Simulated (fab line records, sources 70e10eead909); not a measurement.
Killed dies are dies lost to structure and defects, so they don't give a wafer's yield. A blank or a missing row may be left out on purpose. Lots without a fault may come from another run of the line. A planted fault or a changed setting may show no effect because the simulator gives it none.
Which tool did it? | flow nand_harc | 13 lots, 39 wafers sampled, at 2 steps of a route of 1302

WHAT THE GAUGES READ, wafer by wafer
NHARC_A_CONTACT_OVL_MEAS_43. Usual: overlay_x_nm -0.3 nm, standard deviation 0.89; overlay_y_nm -0.1 nm, standard deviation 1.
lot  | measured     | on         | overlay_x_nm (nm) | overlay_y_nm (nm) | flag
L758 | day 21 15:43 | overlay-01 | 0.1 -0.3 -0.6     | -0.2 -0.6 -0.1    |
L760 | day 21 21:29 | overlay-02 | 0.9 0.5 0.8       | 0.5 0.6 0.8       |
L763 | day 22 22:14 | overlay-02 | -0.8 -0.7 -1.0    | -1.1 -0.6 -0.9    |
L761 | day 22 22:49 | overlay-01 | 0.7 1.0 0.6       | 0.1 -0.2 -0.3     |
L762 | day 23 05:43 | overlay-01 | -2.2 -2.0 -2.6    | -0.9 -0.5 -0.4    |
L764 | day 23 05:44 | overlay-02 | 0.9 0.7 0.2       | 0.4 0.3 0.1       |
L765 | day 24 06:05 | overlay-01 | -0.7 -0.1 0.0     | -0.3 0.2 0.3      |
L766 | day 24 06:49 | overlay-01 | 0.4 0.5 0.7       | 0.3 -0.2 0.6      |
L767 | day 25 00:14 | overlay-01 | -0.5 -0.4 -0.6    | 0.6 0.4 0.2       |
L768 | day 25 15:55 | overlay-01 | 0.6 0.7 0.7       | 2.1 2.2 1.9       |
L770 | day 26 08:49 | overlay-01 | 0.2 0.6 0.2       | 0.3 0.2 0.4       |
L771 | day 26 20:44 | overlay-01 | 0.9 1.2 0.7       | 0.6 0.6 0.8       |
L774 | day 28 07:50 | overlay-02 | -1.1 -1.5 -1.4    | 0.2 1.1 1.1       |

WHICH TOOL RAN EACH LOT (tool, then ch and the chambers of the sampled wafers, then the start)
lot  | NHARC_A_WL_FILL_CMP_12
L758 | cmp-01 ch 0,3, day 21 04:47
L760 | cmp-02 ch 0,2,3, day 21 14:35
L763 | cmp-03 ch 1,2,3, day 22 15:58
L761 | cmp-02 ch 1,2,3, day 22 16:02
L762 | cmp-01 ch 0,1,3, day 22 23:24
L764 | cmp-03 ch 0,1,2, day 22 23:34
L765 | cmp-01 ch 0,2,3, day 23 22:50
L766 | cmp-02 ch 1,2, day 23 22:59
L767 | cmp-02 ch 0,1,3, day 24 18:05
L768 | cmp-01 ch 0,2,3, day 25 09:10
L770 | cmp-01 ch 1,2,3, day 26 02:41
L771 | cmp-03 ch 0,1, day 26 12:22
L774 | cmp-02 ch 0,1,3, day 28 01:40
- NHARC_A_WL_FILL_CMP_12: polishes, t overpolish 30 s, target thk 100 nm.

WHAT THE TOOLS THEMSELVES READ (means of the sampled wafers that have a number; where no wafer has one, the mark that the record gives instead)
NHARC_A_WL_FILL_CMP_12. Usual: motor_current_A 12.8 A, standard deviation 1.4; overpolish_run_s 29.999 s, standard deviation 0.0094; retaining_ring_pressure_frac 1.000, standard deviation 0.0052; time_to_endpoint_s 20.6 s, standard deviation 1.9.
lot  | tool   | motor_current_A (A) | overpolish_run_s (s) | retaining_ring_pressure_frac | time_to_endpoint_s (s) | flag
L758 | cmp-01 | 15.1                | 29.996               | 0.998                        | 21.3                   |
L760 | cmp-02 | 11.8                | 30.006               | 0.998                        | 21.3                   |
L763 | cmp-03 | 12.7                | 29.996               | 1.002                        | 17.8                   |
L761 | cmp-02 | 12.4                | 29.998               | 1.004                        | 20.8                   |
L762 | cmp-01 | 14.0                | 30.002               | 0.998                        | 18.6                   |
L764 | cmp-03 | 12.2                | 29.999               | 0.999                        | 19.1                   |
L765 | cmp-01 | 13.5                | 30.001               | 1.001                        | 17.2                   |
L766 | cmp-02 | 12.9                | 29.996               | 1.004                        | 23.0                   |
L767 | cmp-02 | 12.1                | 30.004               | 0.999                        | 19.1                   |
L768 | cmp-01 | 13.8                | 30.010               | 1.000                        | 21.4                   |
L770 | cmp-01 | 12.3                | 30.003               | 0.996                        | 17.5                   |
L771 | cmp-03 | 11.9                | 30.005               | 1.000                        | 21.6                   |
L774 | cmp-02 | 12.2                | 30.003               | 1.003                        | 20.4                   |

THE ANSWER, worked out from the rows above alone
Rule: a lot is off if the mean of its wafers that have a number lies more than 3 standard deviations from the usual mean. A lot without any number at a reading at which 4 lots or more have one is off too. The other lots that the step has rows for count as sound. The gauges are gone through in route order, then the tools' own readings, and for those a lot's mean is taken as printed above. The first step at which some lot is off is used, and at that step the reading that is off furthest; a lot without a number counts as furthest.
No lot is off at any reading shown: from this, nothing can be told.

WHAT THE SIMULATOR HAD PUT IN
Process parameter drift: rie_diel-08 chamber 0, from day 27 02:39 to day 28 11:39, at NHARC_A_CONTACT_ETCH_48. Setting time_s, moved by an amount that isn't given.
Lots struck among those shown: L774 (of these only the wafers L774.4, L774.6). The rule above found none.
